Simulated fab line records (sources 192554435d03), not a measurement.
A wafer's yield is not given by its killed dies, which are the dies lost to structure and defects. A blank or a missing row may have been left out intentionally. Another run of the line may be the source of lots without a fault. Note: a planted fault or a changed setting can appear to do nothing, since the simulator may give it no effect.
Problem report, 8D (eight disciplines) form, completed by code + flow n5Finfet + the parts of the form that need people (team, actions taken, sign-off) are left out

1. THE PROBLEM
SS_N at N5_BEOL_M4_RC_MEAS_101 reads a mean of 73.9 mV/dec on 1 wafer of 1 lot; wafers without a fault read 71.6 mV/dec with a standard deviation of 0.57. Measured from the usual mean, that is +4.0 standard deviations.
First seen on wafer L603.5, day 10 10:15, on prober-02. The record has a number at this step for 33 wafers belonging to 11 lots. The rule behind "out" and "out of limits": a value lying over 4 standard deviations away from the usual mean. All remaining wafers that have a number are taken as sound.

2. WHAT IT IS; WHAT IT IS NOT
| question                    | is                | is not                                                                          |
|-----------------------------|-------------------|---------------------------------------------------------------------------------|
| which readings at this step | SS_N              | DIBL_N, DIBL_P, IOFF_N, IOFF_P, SS_P, VT_N                                      |
| which lots                  | L603              | L593, L594, L596, L597, L599, L600, L601, L608, L613, L615                      |
| which wafers of those lots  | L603.5            | L603.1, L603.3                                                                  |
| read on which gauges        | prober-02         | prober-01                                                                       |
| when                        | from day 10 10:15 | up to then (23 sound wafers); but 9 sound wafers of L608, L613, L615 came after |

3. THE SUSPECTS, EACH WITH WHAT RULES IT OUT
Counting: a tool at a process step up to the reading stays a suspect if it ran every lot that is out. Sound lots after the first of them don't rule it out here, since some wafers of a struck lot are sound.
- the gauge at N5_BEOL_M4_RC_MEAS_101: ruled out. All the wafers that are out were read on prober-02, but those of them that N5_PASSIVATION_PROBE_49 has rows for are out there too, on other tools.
- vaporEtch-01 at N5_STI_FIN_REVEAL_RECESS_09 (chemistry HF/NH3, target SiO2, afs cycles 11, target depth 42.5 nm, sublimation time 60 s): kept. It ran the lot that is out, L603 (day 4 21:58); its last sound lot up to then is L601 (day 4 09:38).
- pvdSputter-01 at N5_BEOL_M4_ANNEAL_49 (time 240 s): kept. It ran the lot that is out, L603 (day 10 07:28); its last sound lot up to then is L593 (day 8 07:13).
- pvdSputter-01 at N5_BEOL_M4_ANNEAL_87 (time 240 s): kept. It ran the lot that is out, L603 (day 10 08:08); its last sound lot up to then is L593 (day 8 07:53).
- pvdSputter-01 at N5_BEOL_M4_ANNEAL_95 (time 240 s): kept. It ran the lot that is out, L603 (day 10 09:01); its last sound lot up to then is L593 (day 8 08:46).
- The sound lot-mates ran in chamber 1 of vaporEtch-01 at N5_STI_FIN_REVEAL_RECESS_09, but the wafers that are out ran in chamber 0.
Left after counting: vaporEtch-01 at N5_STI_FIN_REVEAL_RECESS_09, pvdSputter-01 at N5_BEOL_M4_ANNEAL_49, pvdSputter-01 at N5_BEOL_M4_ANNEAL_87, pvdSputter-01 at N5_BEOL_M4_ANNEAL_95.

4. THE CAUSE (what the simulator had put in)
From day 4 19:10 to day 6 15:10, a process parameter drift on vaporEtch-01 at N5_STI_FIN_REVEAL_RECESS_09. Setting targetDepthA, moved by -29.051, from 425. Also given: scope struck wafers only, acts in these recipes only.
4 suspects survive the count, and this tool is in that group.

5. SEQUENCE OF EFFECTS, ordered by route
Each row: a reading whose mean over the struck wafers that have a number lies more than 3 standard deviations from the usual. Only readings whose record carries a usual standard deviation are examined. hours: median over the lots of the time between each lot's start at the first step of this table that gives one and its start at this step. sigmas: the change, counted in usual standard deviations.
| hours | step                    | reading          | usual       | on struck wafers | change | sigmas      |
|-------|-------------------------|------------------|-------------|------------------|--------|-------------|
| 0     | N5_BEOL_M4_RC_MEAS_101  | ION_N            | 674 uA/um   | 626              | -48    | -4.0        |
| 0     | N5_BEOL_M4_RC_MEAS_101  | ION_P            | 460 uA/um   | 426              | -34    | -3.8        |
| 0     | N5_BEOL_M4_RC_MEAS_101  | SS_N             | 71.6 mV/dec | 73.9             | +2.3   | +4.0        |
| 100   | N5_PASSIVATION_PROBE_49 | sort_bin_8_speed | 0.00 %      | 24.07            | +24.07 | +99 or more |
| 100   | N5_PASSIVATION_PROBE_49 | sortNPass        | 1076        | 771              | -305   | -16         |
| 100   | N5_PASSIVATION_PROBE_49 | sortYieldPct     | 91.2 %      | 65.3             | -25.9  | -16         |
It contains these process steps:
- N5_PASSIVATION_PROBE_49

6. HOW IT WOULD HAVE BEEN CAUGHT EARLIER
135 hours passed between the start of the fault at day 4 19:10 and the first reading out of limits at a measuring or inspecting step in this record, taken at day 10 10:15.
No tool reading at N5_STI_FIN_REVEAL_RECESS_09 that has a usual standard deviation in the record was out on any struck wafer, so an alarm limit of 4 standard deviations on those readings would not have fired.
All the lots that are out (1) had begun N5_STI_FIN_REVEAL_RECESS_09 on vaporEtch-01 by day 10 10:15. Tool hold at that time: it would have spared none of them.
